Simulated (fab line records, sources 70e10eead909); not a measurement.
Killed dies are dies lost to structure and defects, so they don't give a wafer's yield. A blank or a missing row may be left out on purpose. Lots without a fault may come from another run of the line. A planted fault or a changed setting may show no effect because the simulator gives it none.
A struck lot beside a sound one | flow nand_harc | 14 steps out of a route of 1302
Sound: wafers L298.2, L298.3, L298.6. Struck: wafer L305.4. (L305.3, L305.6 of the same lot were not struck and are left out.) The cause comes at the end.
At each step with rows: each side's tool, then ch and its chambers, then its first start. Under that, the readings that differ: sound wafers | struck wafers | difference of the means | sigmas: that difference in standard deviations of wafers without a fault.
alike: readings whose means differ by less than 2 such deviations, and words and numbers that are the same on both sides. not compared: withheld readings, readings that some wafer has no value for, bounds like >300 that may hide the same value, and numbers for which the record gives no deviation and whose values overlap.
The two part at a step that has a row with sigmas, a row that says differs or no value, or rows on one side only. Numbers that don't overlap but have no deviation are shown without sigmas and don't part them. A reading that every wafer of one side lacks parts them only if that side has two wafers or more.

first, 1 step without rows for these wafers: NHARC_A_STAIRCASE_DESCUM_219 (chemistry O2, time 3 s).
NHARC_A_STAIRCASE_TRIM_220: chemistry O2, time 211.2 s.
  sound on rie_diel-01 ch 1,3, day 17 08:17; struck on rie_diel-04 ch 3, day 20 18:44
  alike: drypump_motor_current_A, oes_product_au, rf_vpp_V, showerhead_plenum_p_Torr, throttle_valve_pct
  not compared: rf_hours_counter_h
then, 4 steps without rows for these wafers: NHARC_A_STAIRCASE_ETCH_221 (etches the open film in C4F8/O2, target depth 100 nm, time 40.5 s); NHARC_A_STAIRCASE_TRIM_222 (chemistry O2, time 211.2 s); NHARC_A_STAIRCASE_ETCH_223 (etches the open film in C4F8/O2, target depth 100 nm, time 40.5 s); NHARC_A_STAIRCASE_TRIM_224 (chemistry O2, time 211.2 s).
NHARC_A_STAIRCASE_ETCH_225: etches the open film in C4F8/O2, target depth 100 nm, time 40.5 s.
  sound on rie_diel-01 ch 1,3; struck on rie_diel-04 ch 0
  reading      | sound       | struck | difference | sigmas
  rf_vpp_V (V) | 888 895 887 | 903    | +13        | +3
  alike: oes_product_au
  not compared: rf_hours_counter_h
then, 1 step without rows for these wafers: NHARC_A_STAIRCASE_TRIM_226 (chemistry O2, time 211.2 s).
NHARC_A_STAIRCASE_ETCH_227: etches the open film in C4F8/O2, target depth 100 nm, time 40.5 s.
  sound on rie_diel-01 ch 1,3; struck on rie_diel-04 ch 1
  reading      | sound       | struck | difference | sigmas
  rf_vpp_V (V) | 887 897 887 | 902    | +12        | +2
  alike: oes_product_au
  not compared: rf_hours_counter_h
NHARC_A_STAIRCASE_TRIM_229: chemistry O2, time 211.2 s.
  sound on rie_diel-01 ch 1,3, day 17 09:20; struck on rie_diel-04 ch 1, day 20 19:47
  reading                     | sound          | struck | difference | sigmas
  drypump_motor_current_A (A) | 6.3 6.3 6.3    | 5.5    | -0.8       | -2
  rf_vpp_V (V)                | 54.1 57.8 57.6 | 58.5   | +2.0       | +2
  alike: oes_product_au, showerhead_plenum_p_Torr, throttle_valve_pct
  not compared: rf_hours_counter_h
NHARC_A_STAIRCASE_ETCH_230: etches the open film in C4F8/O2, target depth 100 nm, time 40.5 s.
  sound on rie_diel-01 ch 2,3; struck on rie_diel-04 ch 0
  alike: oes_product_au, rf_vpp_V
  not compared: rf_hours_counter_h
NHARC_A_STAIRCASE_TRIM_231: chemistry O2, time 211.2 s.
  sound on rie_diel-01 ch 0,1,3, day 17 09:37; struck on rie_diel-04 ch 2, day 20 20:05
  reading               | sound             | struck | difference | sigmas
  oes_product_au (a.u.) | 1.015 0.999 1.005 | 1.136  | +0.130     | +12
  alike: drypump_motor_current_A, rf_vpp_V, showerhead_plenum_p_Torr, throttle_valve_pct
  not compared: rf_hours_counter_h
then, 1 step without rows for these wafers: NHARC_A_STAIRCASE_ETCH_232 (etches the open film in C4F8/O2, target depth 100 nm, time 40.5 s).
-- the record jumps here: 8 days lie between the struck wafers' starts before and after (it left off in module A_STAIRCASE and takes up again in module END, whose first step shown is number 1302 of the route) --
NHARC_END_SORT_01:
  the record has rows for the struck wafers here (prober-01 ch 0, day 28 21:29) and none for the sound ones

WHERE THEY PART
First at NHARC_A_STAIRCASE_ETCH_225; last, within this record, at NHARC_END_SORT_01.

WHY: what the simulator had put in
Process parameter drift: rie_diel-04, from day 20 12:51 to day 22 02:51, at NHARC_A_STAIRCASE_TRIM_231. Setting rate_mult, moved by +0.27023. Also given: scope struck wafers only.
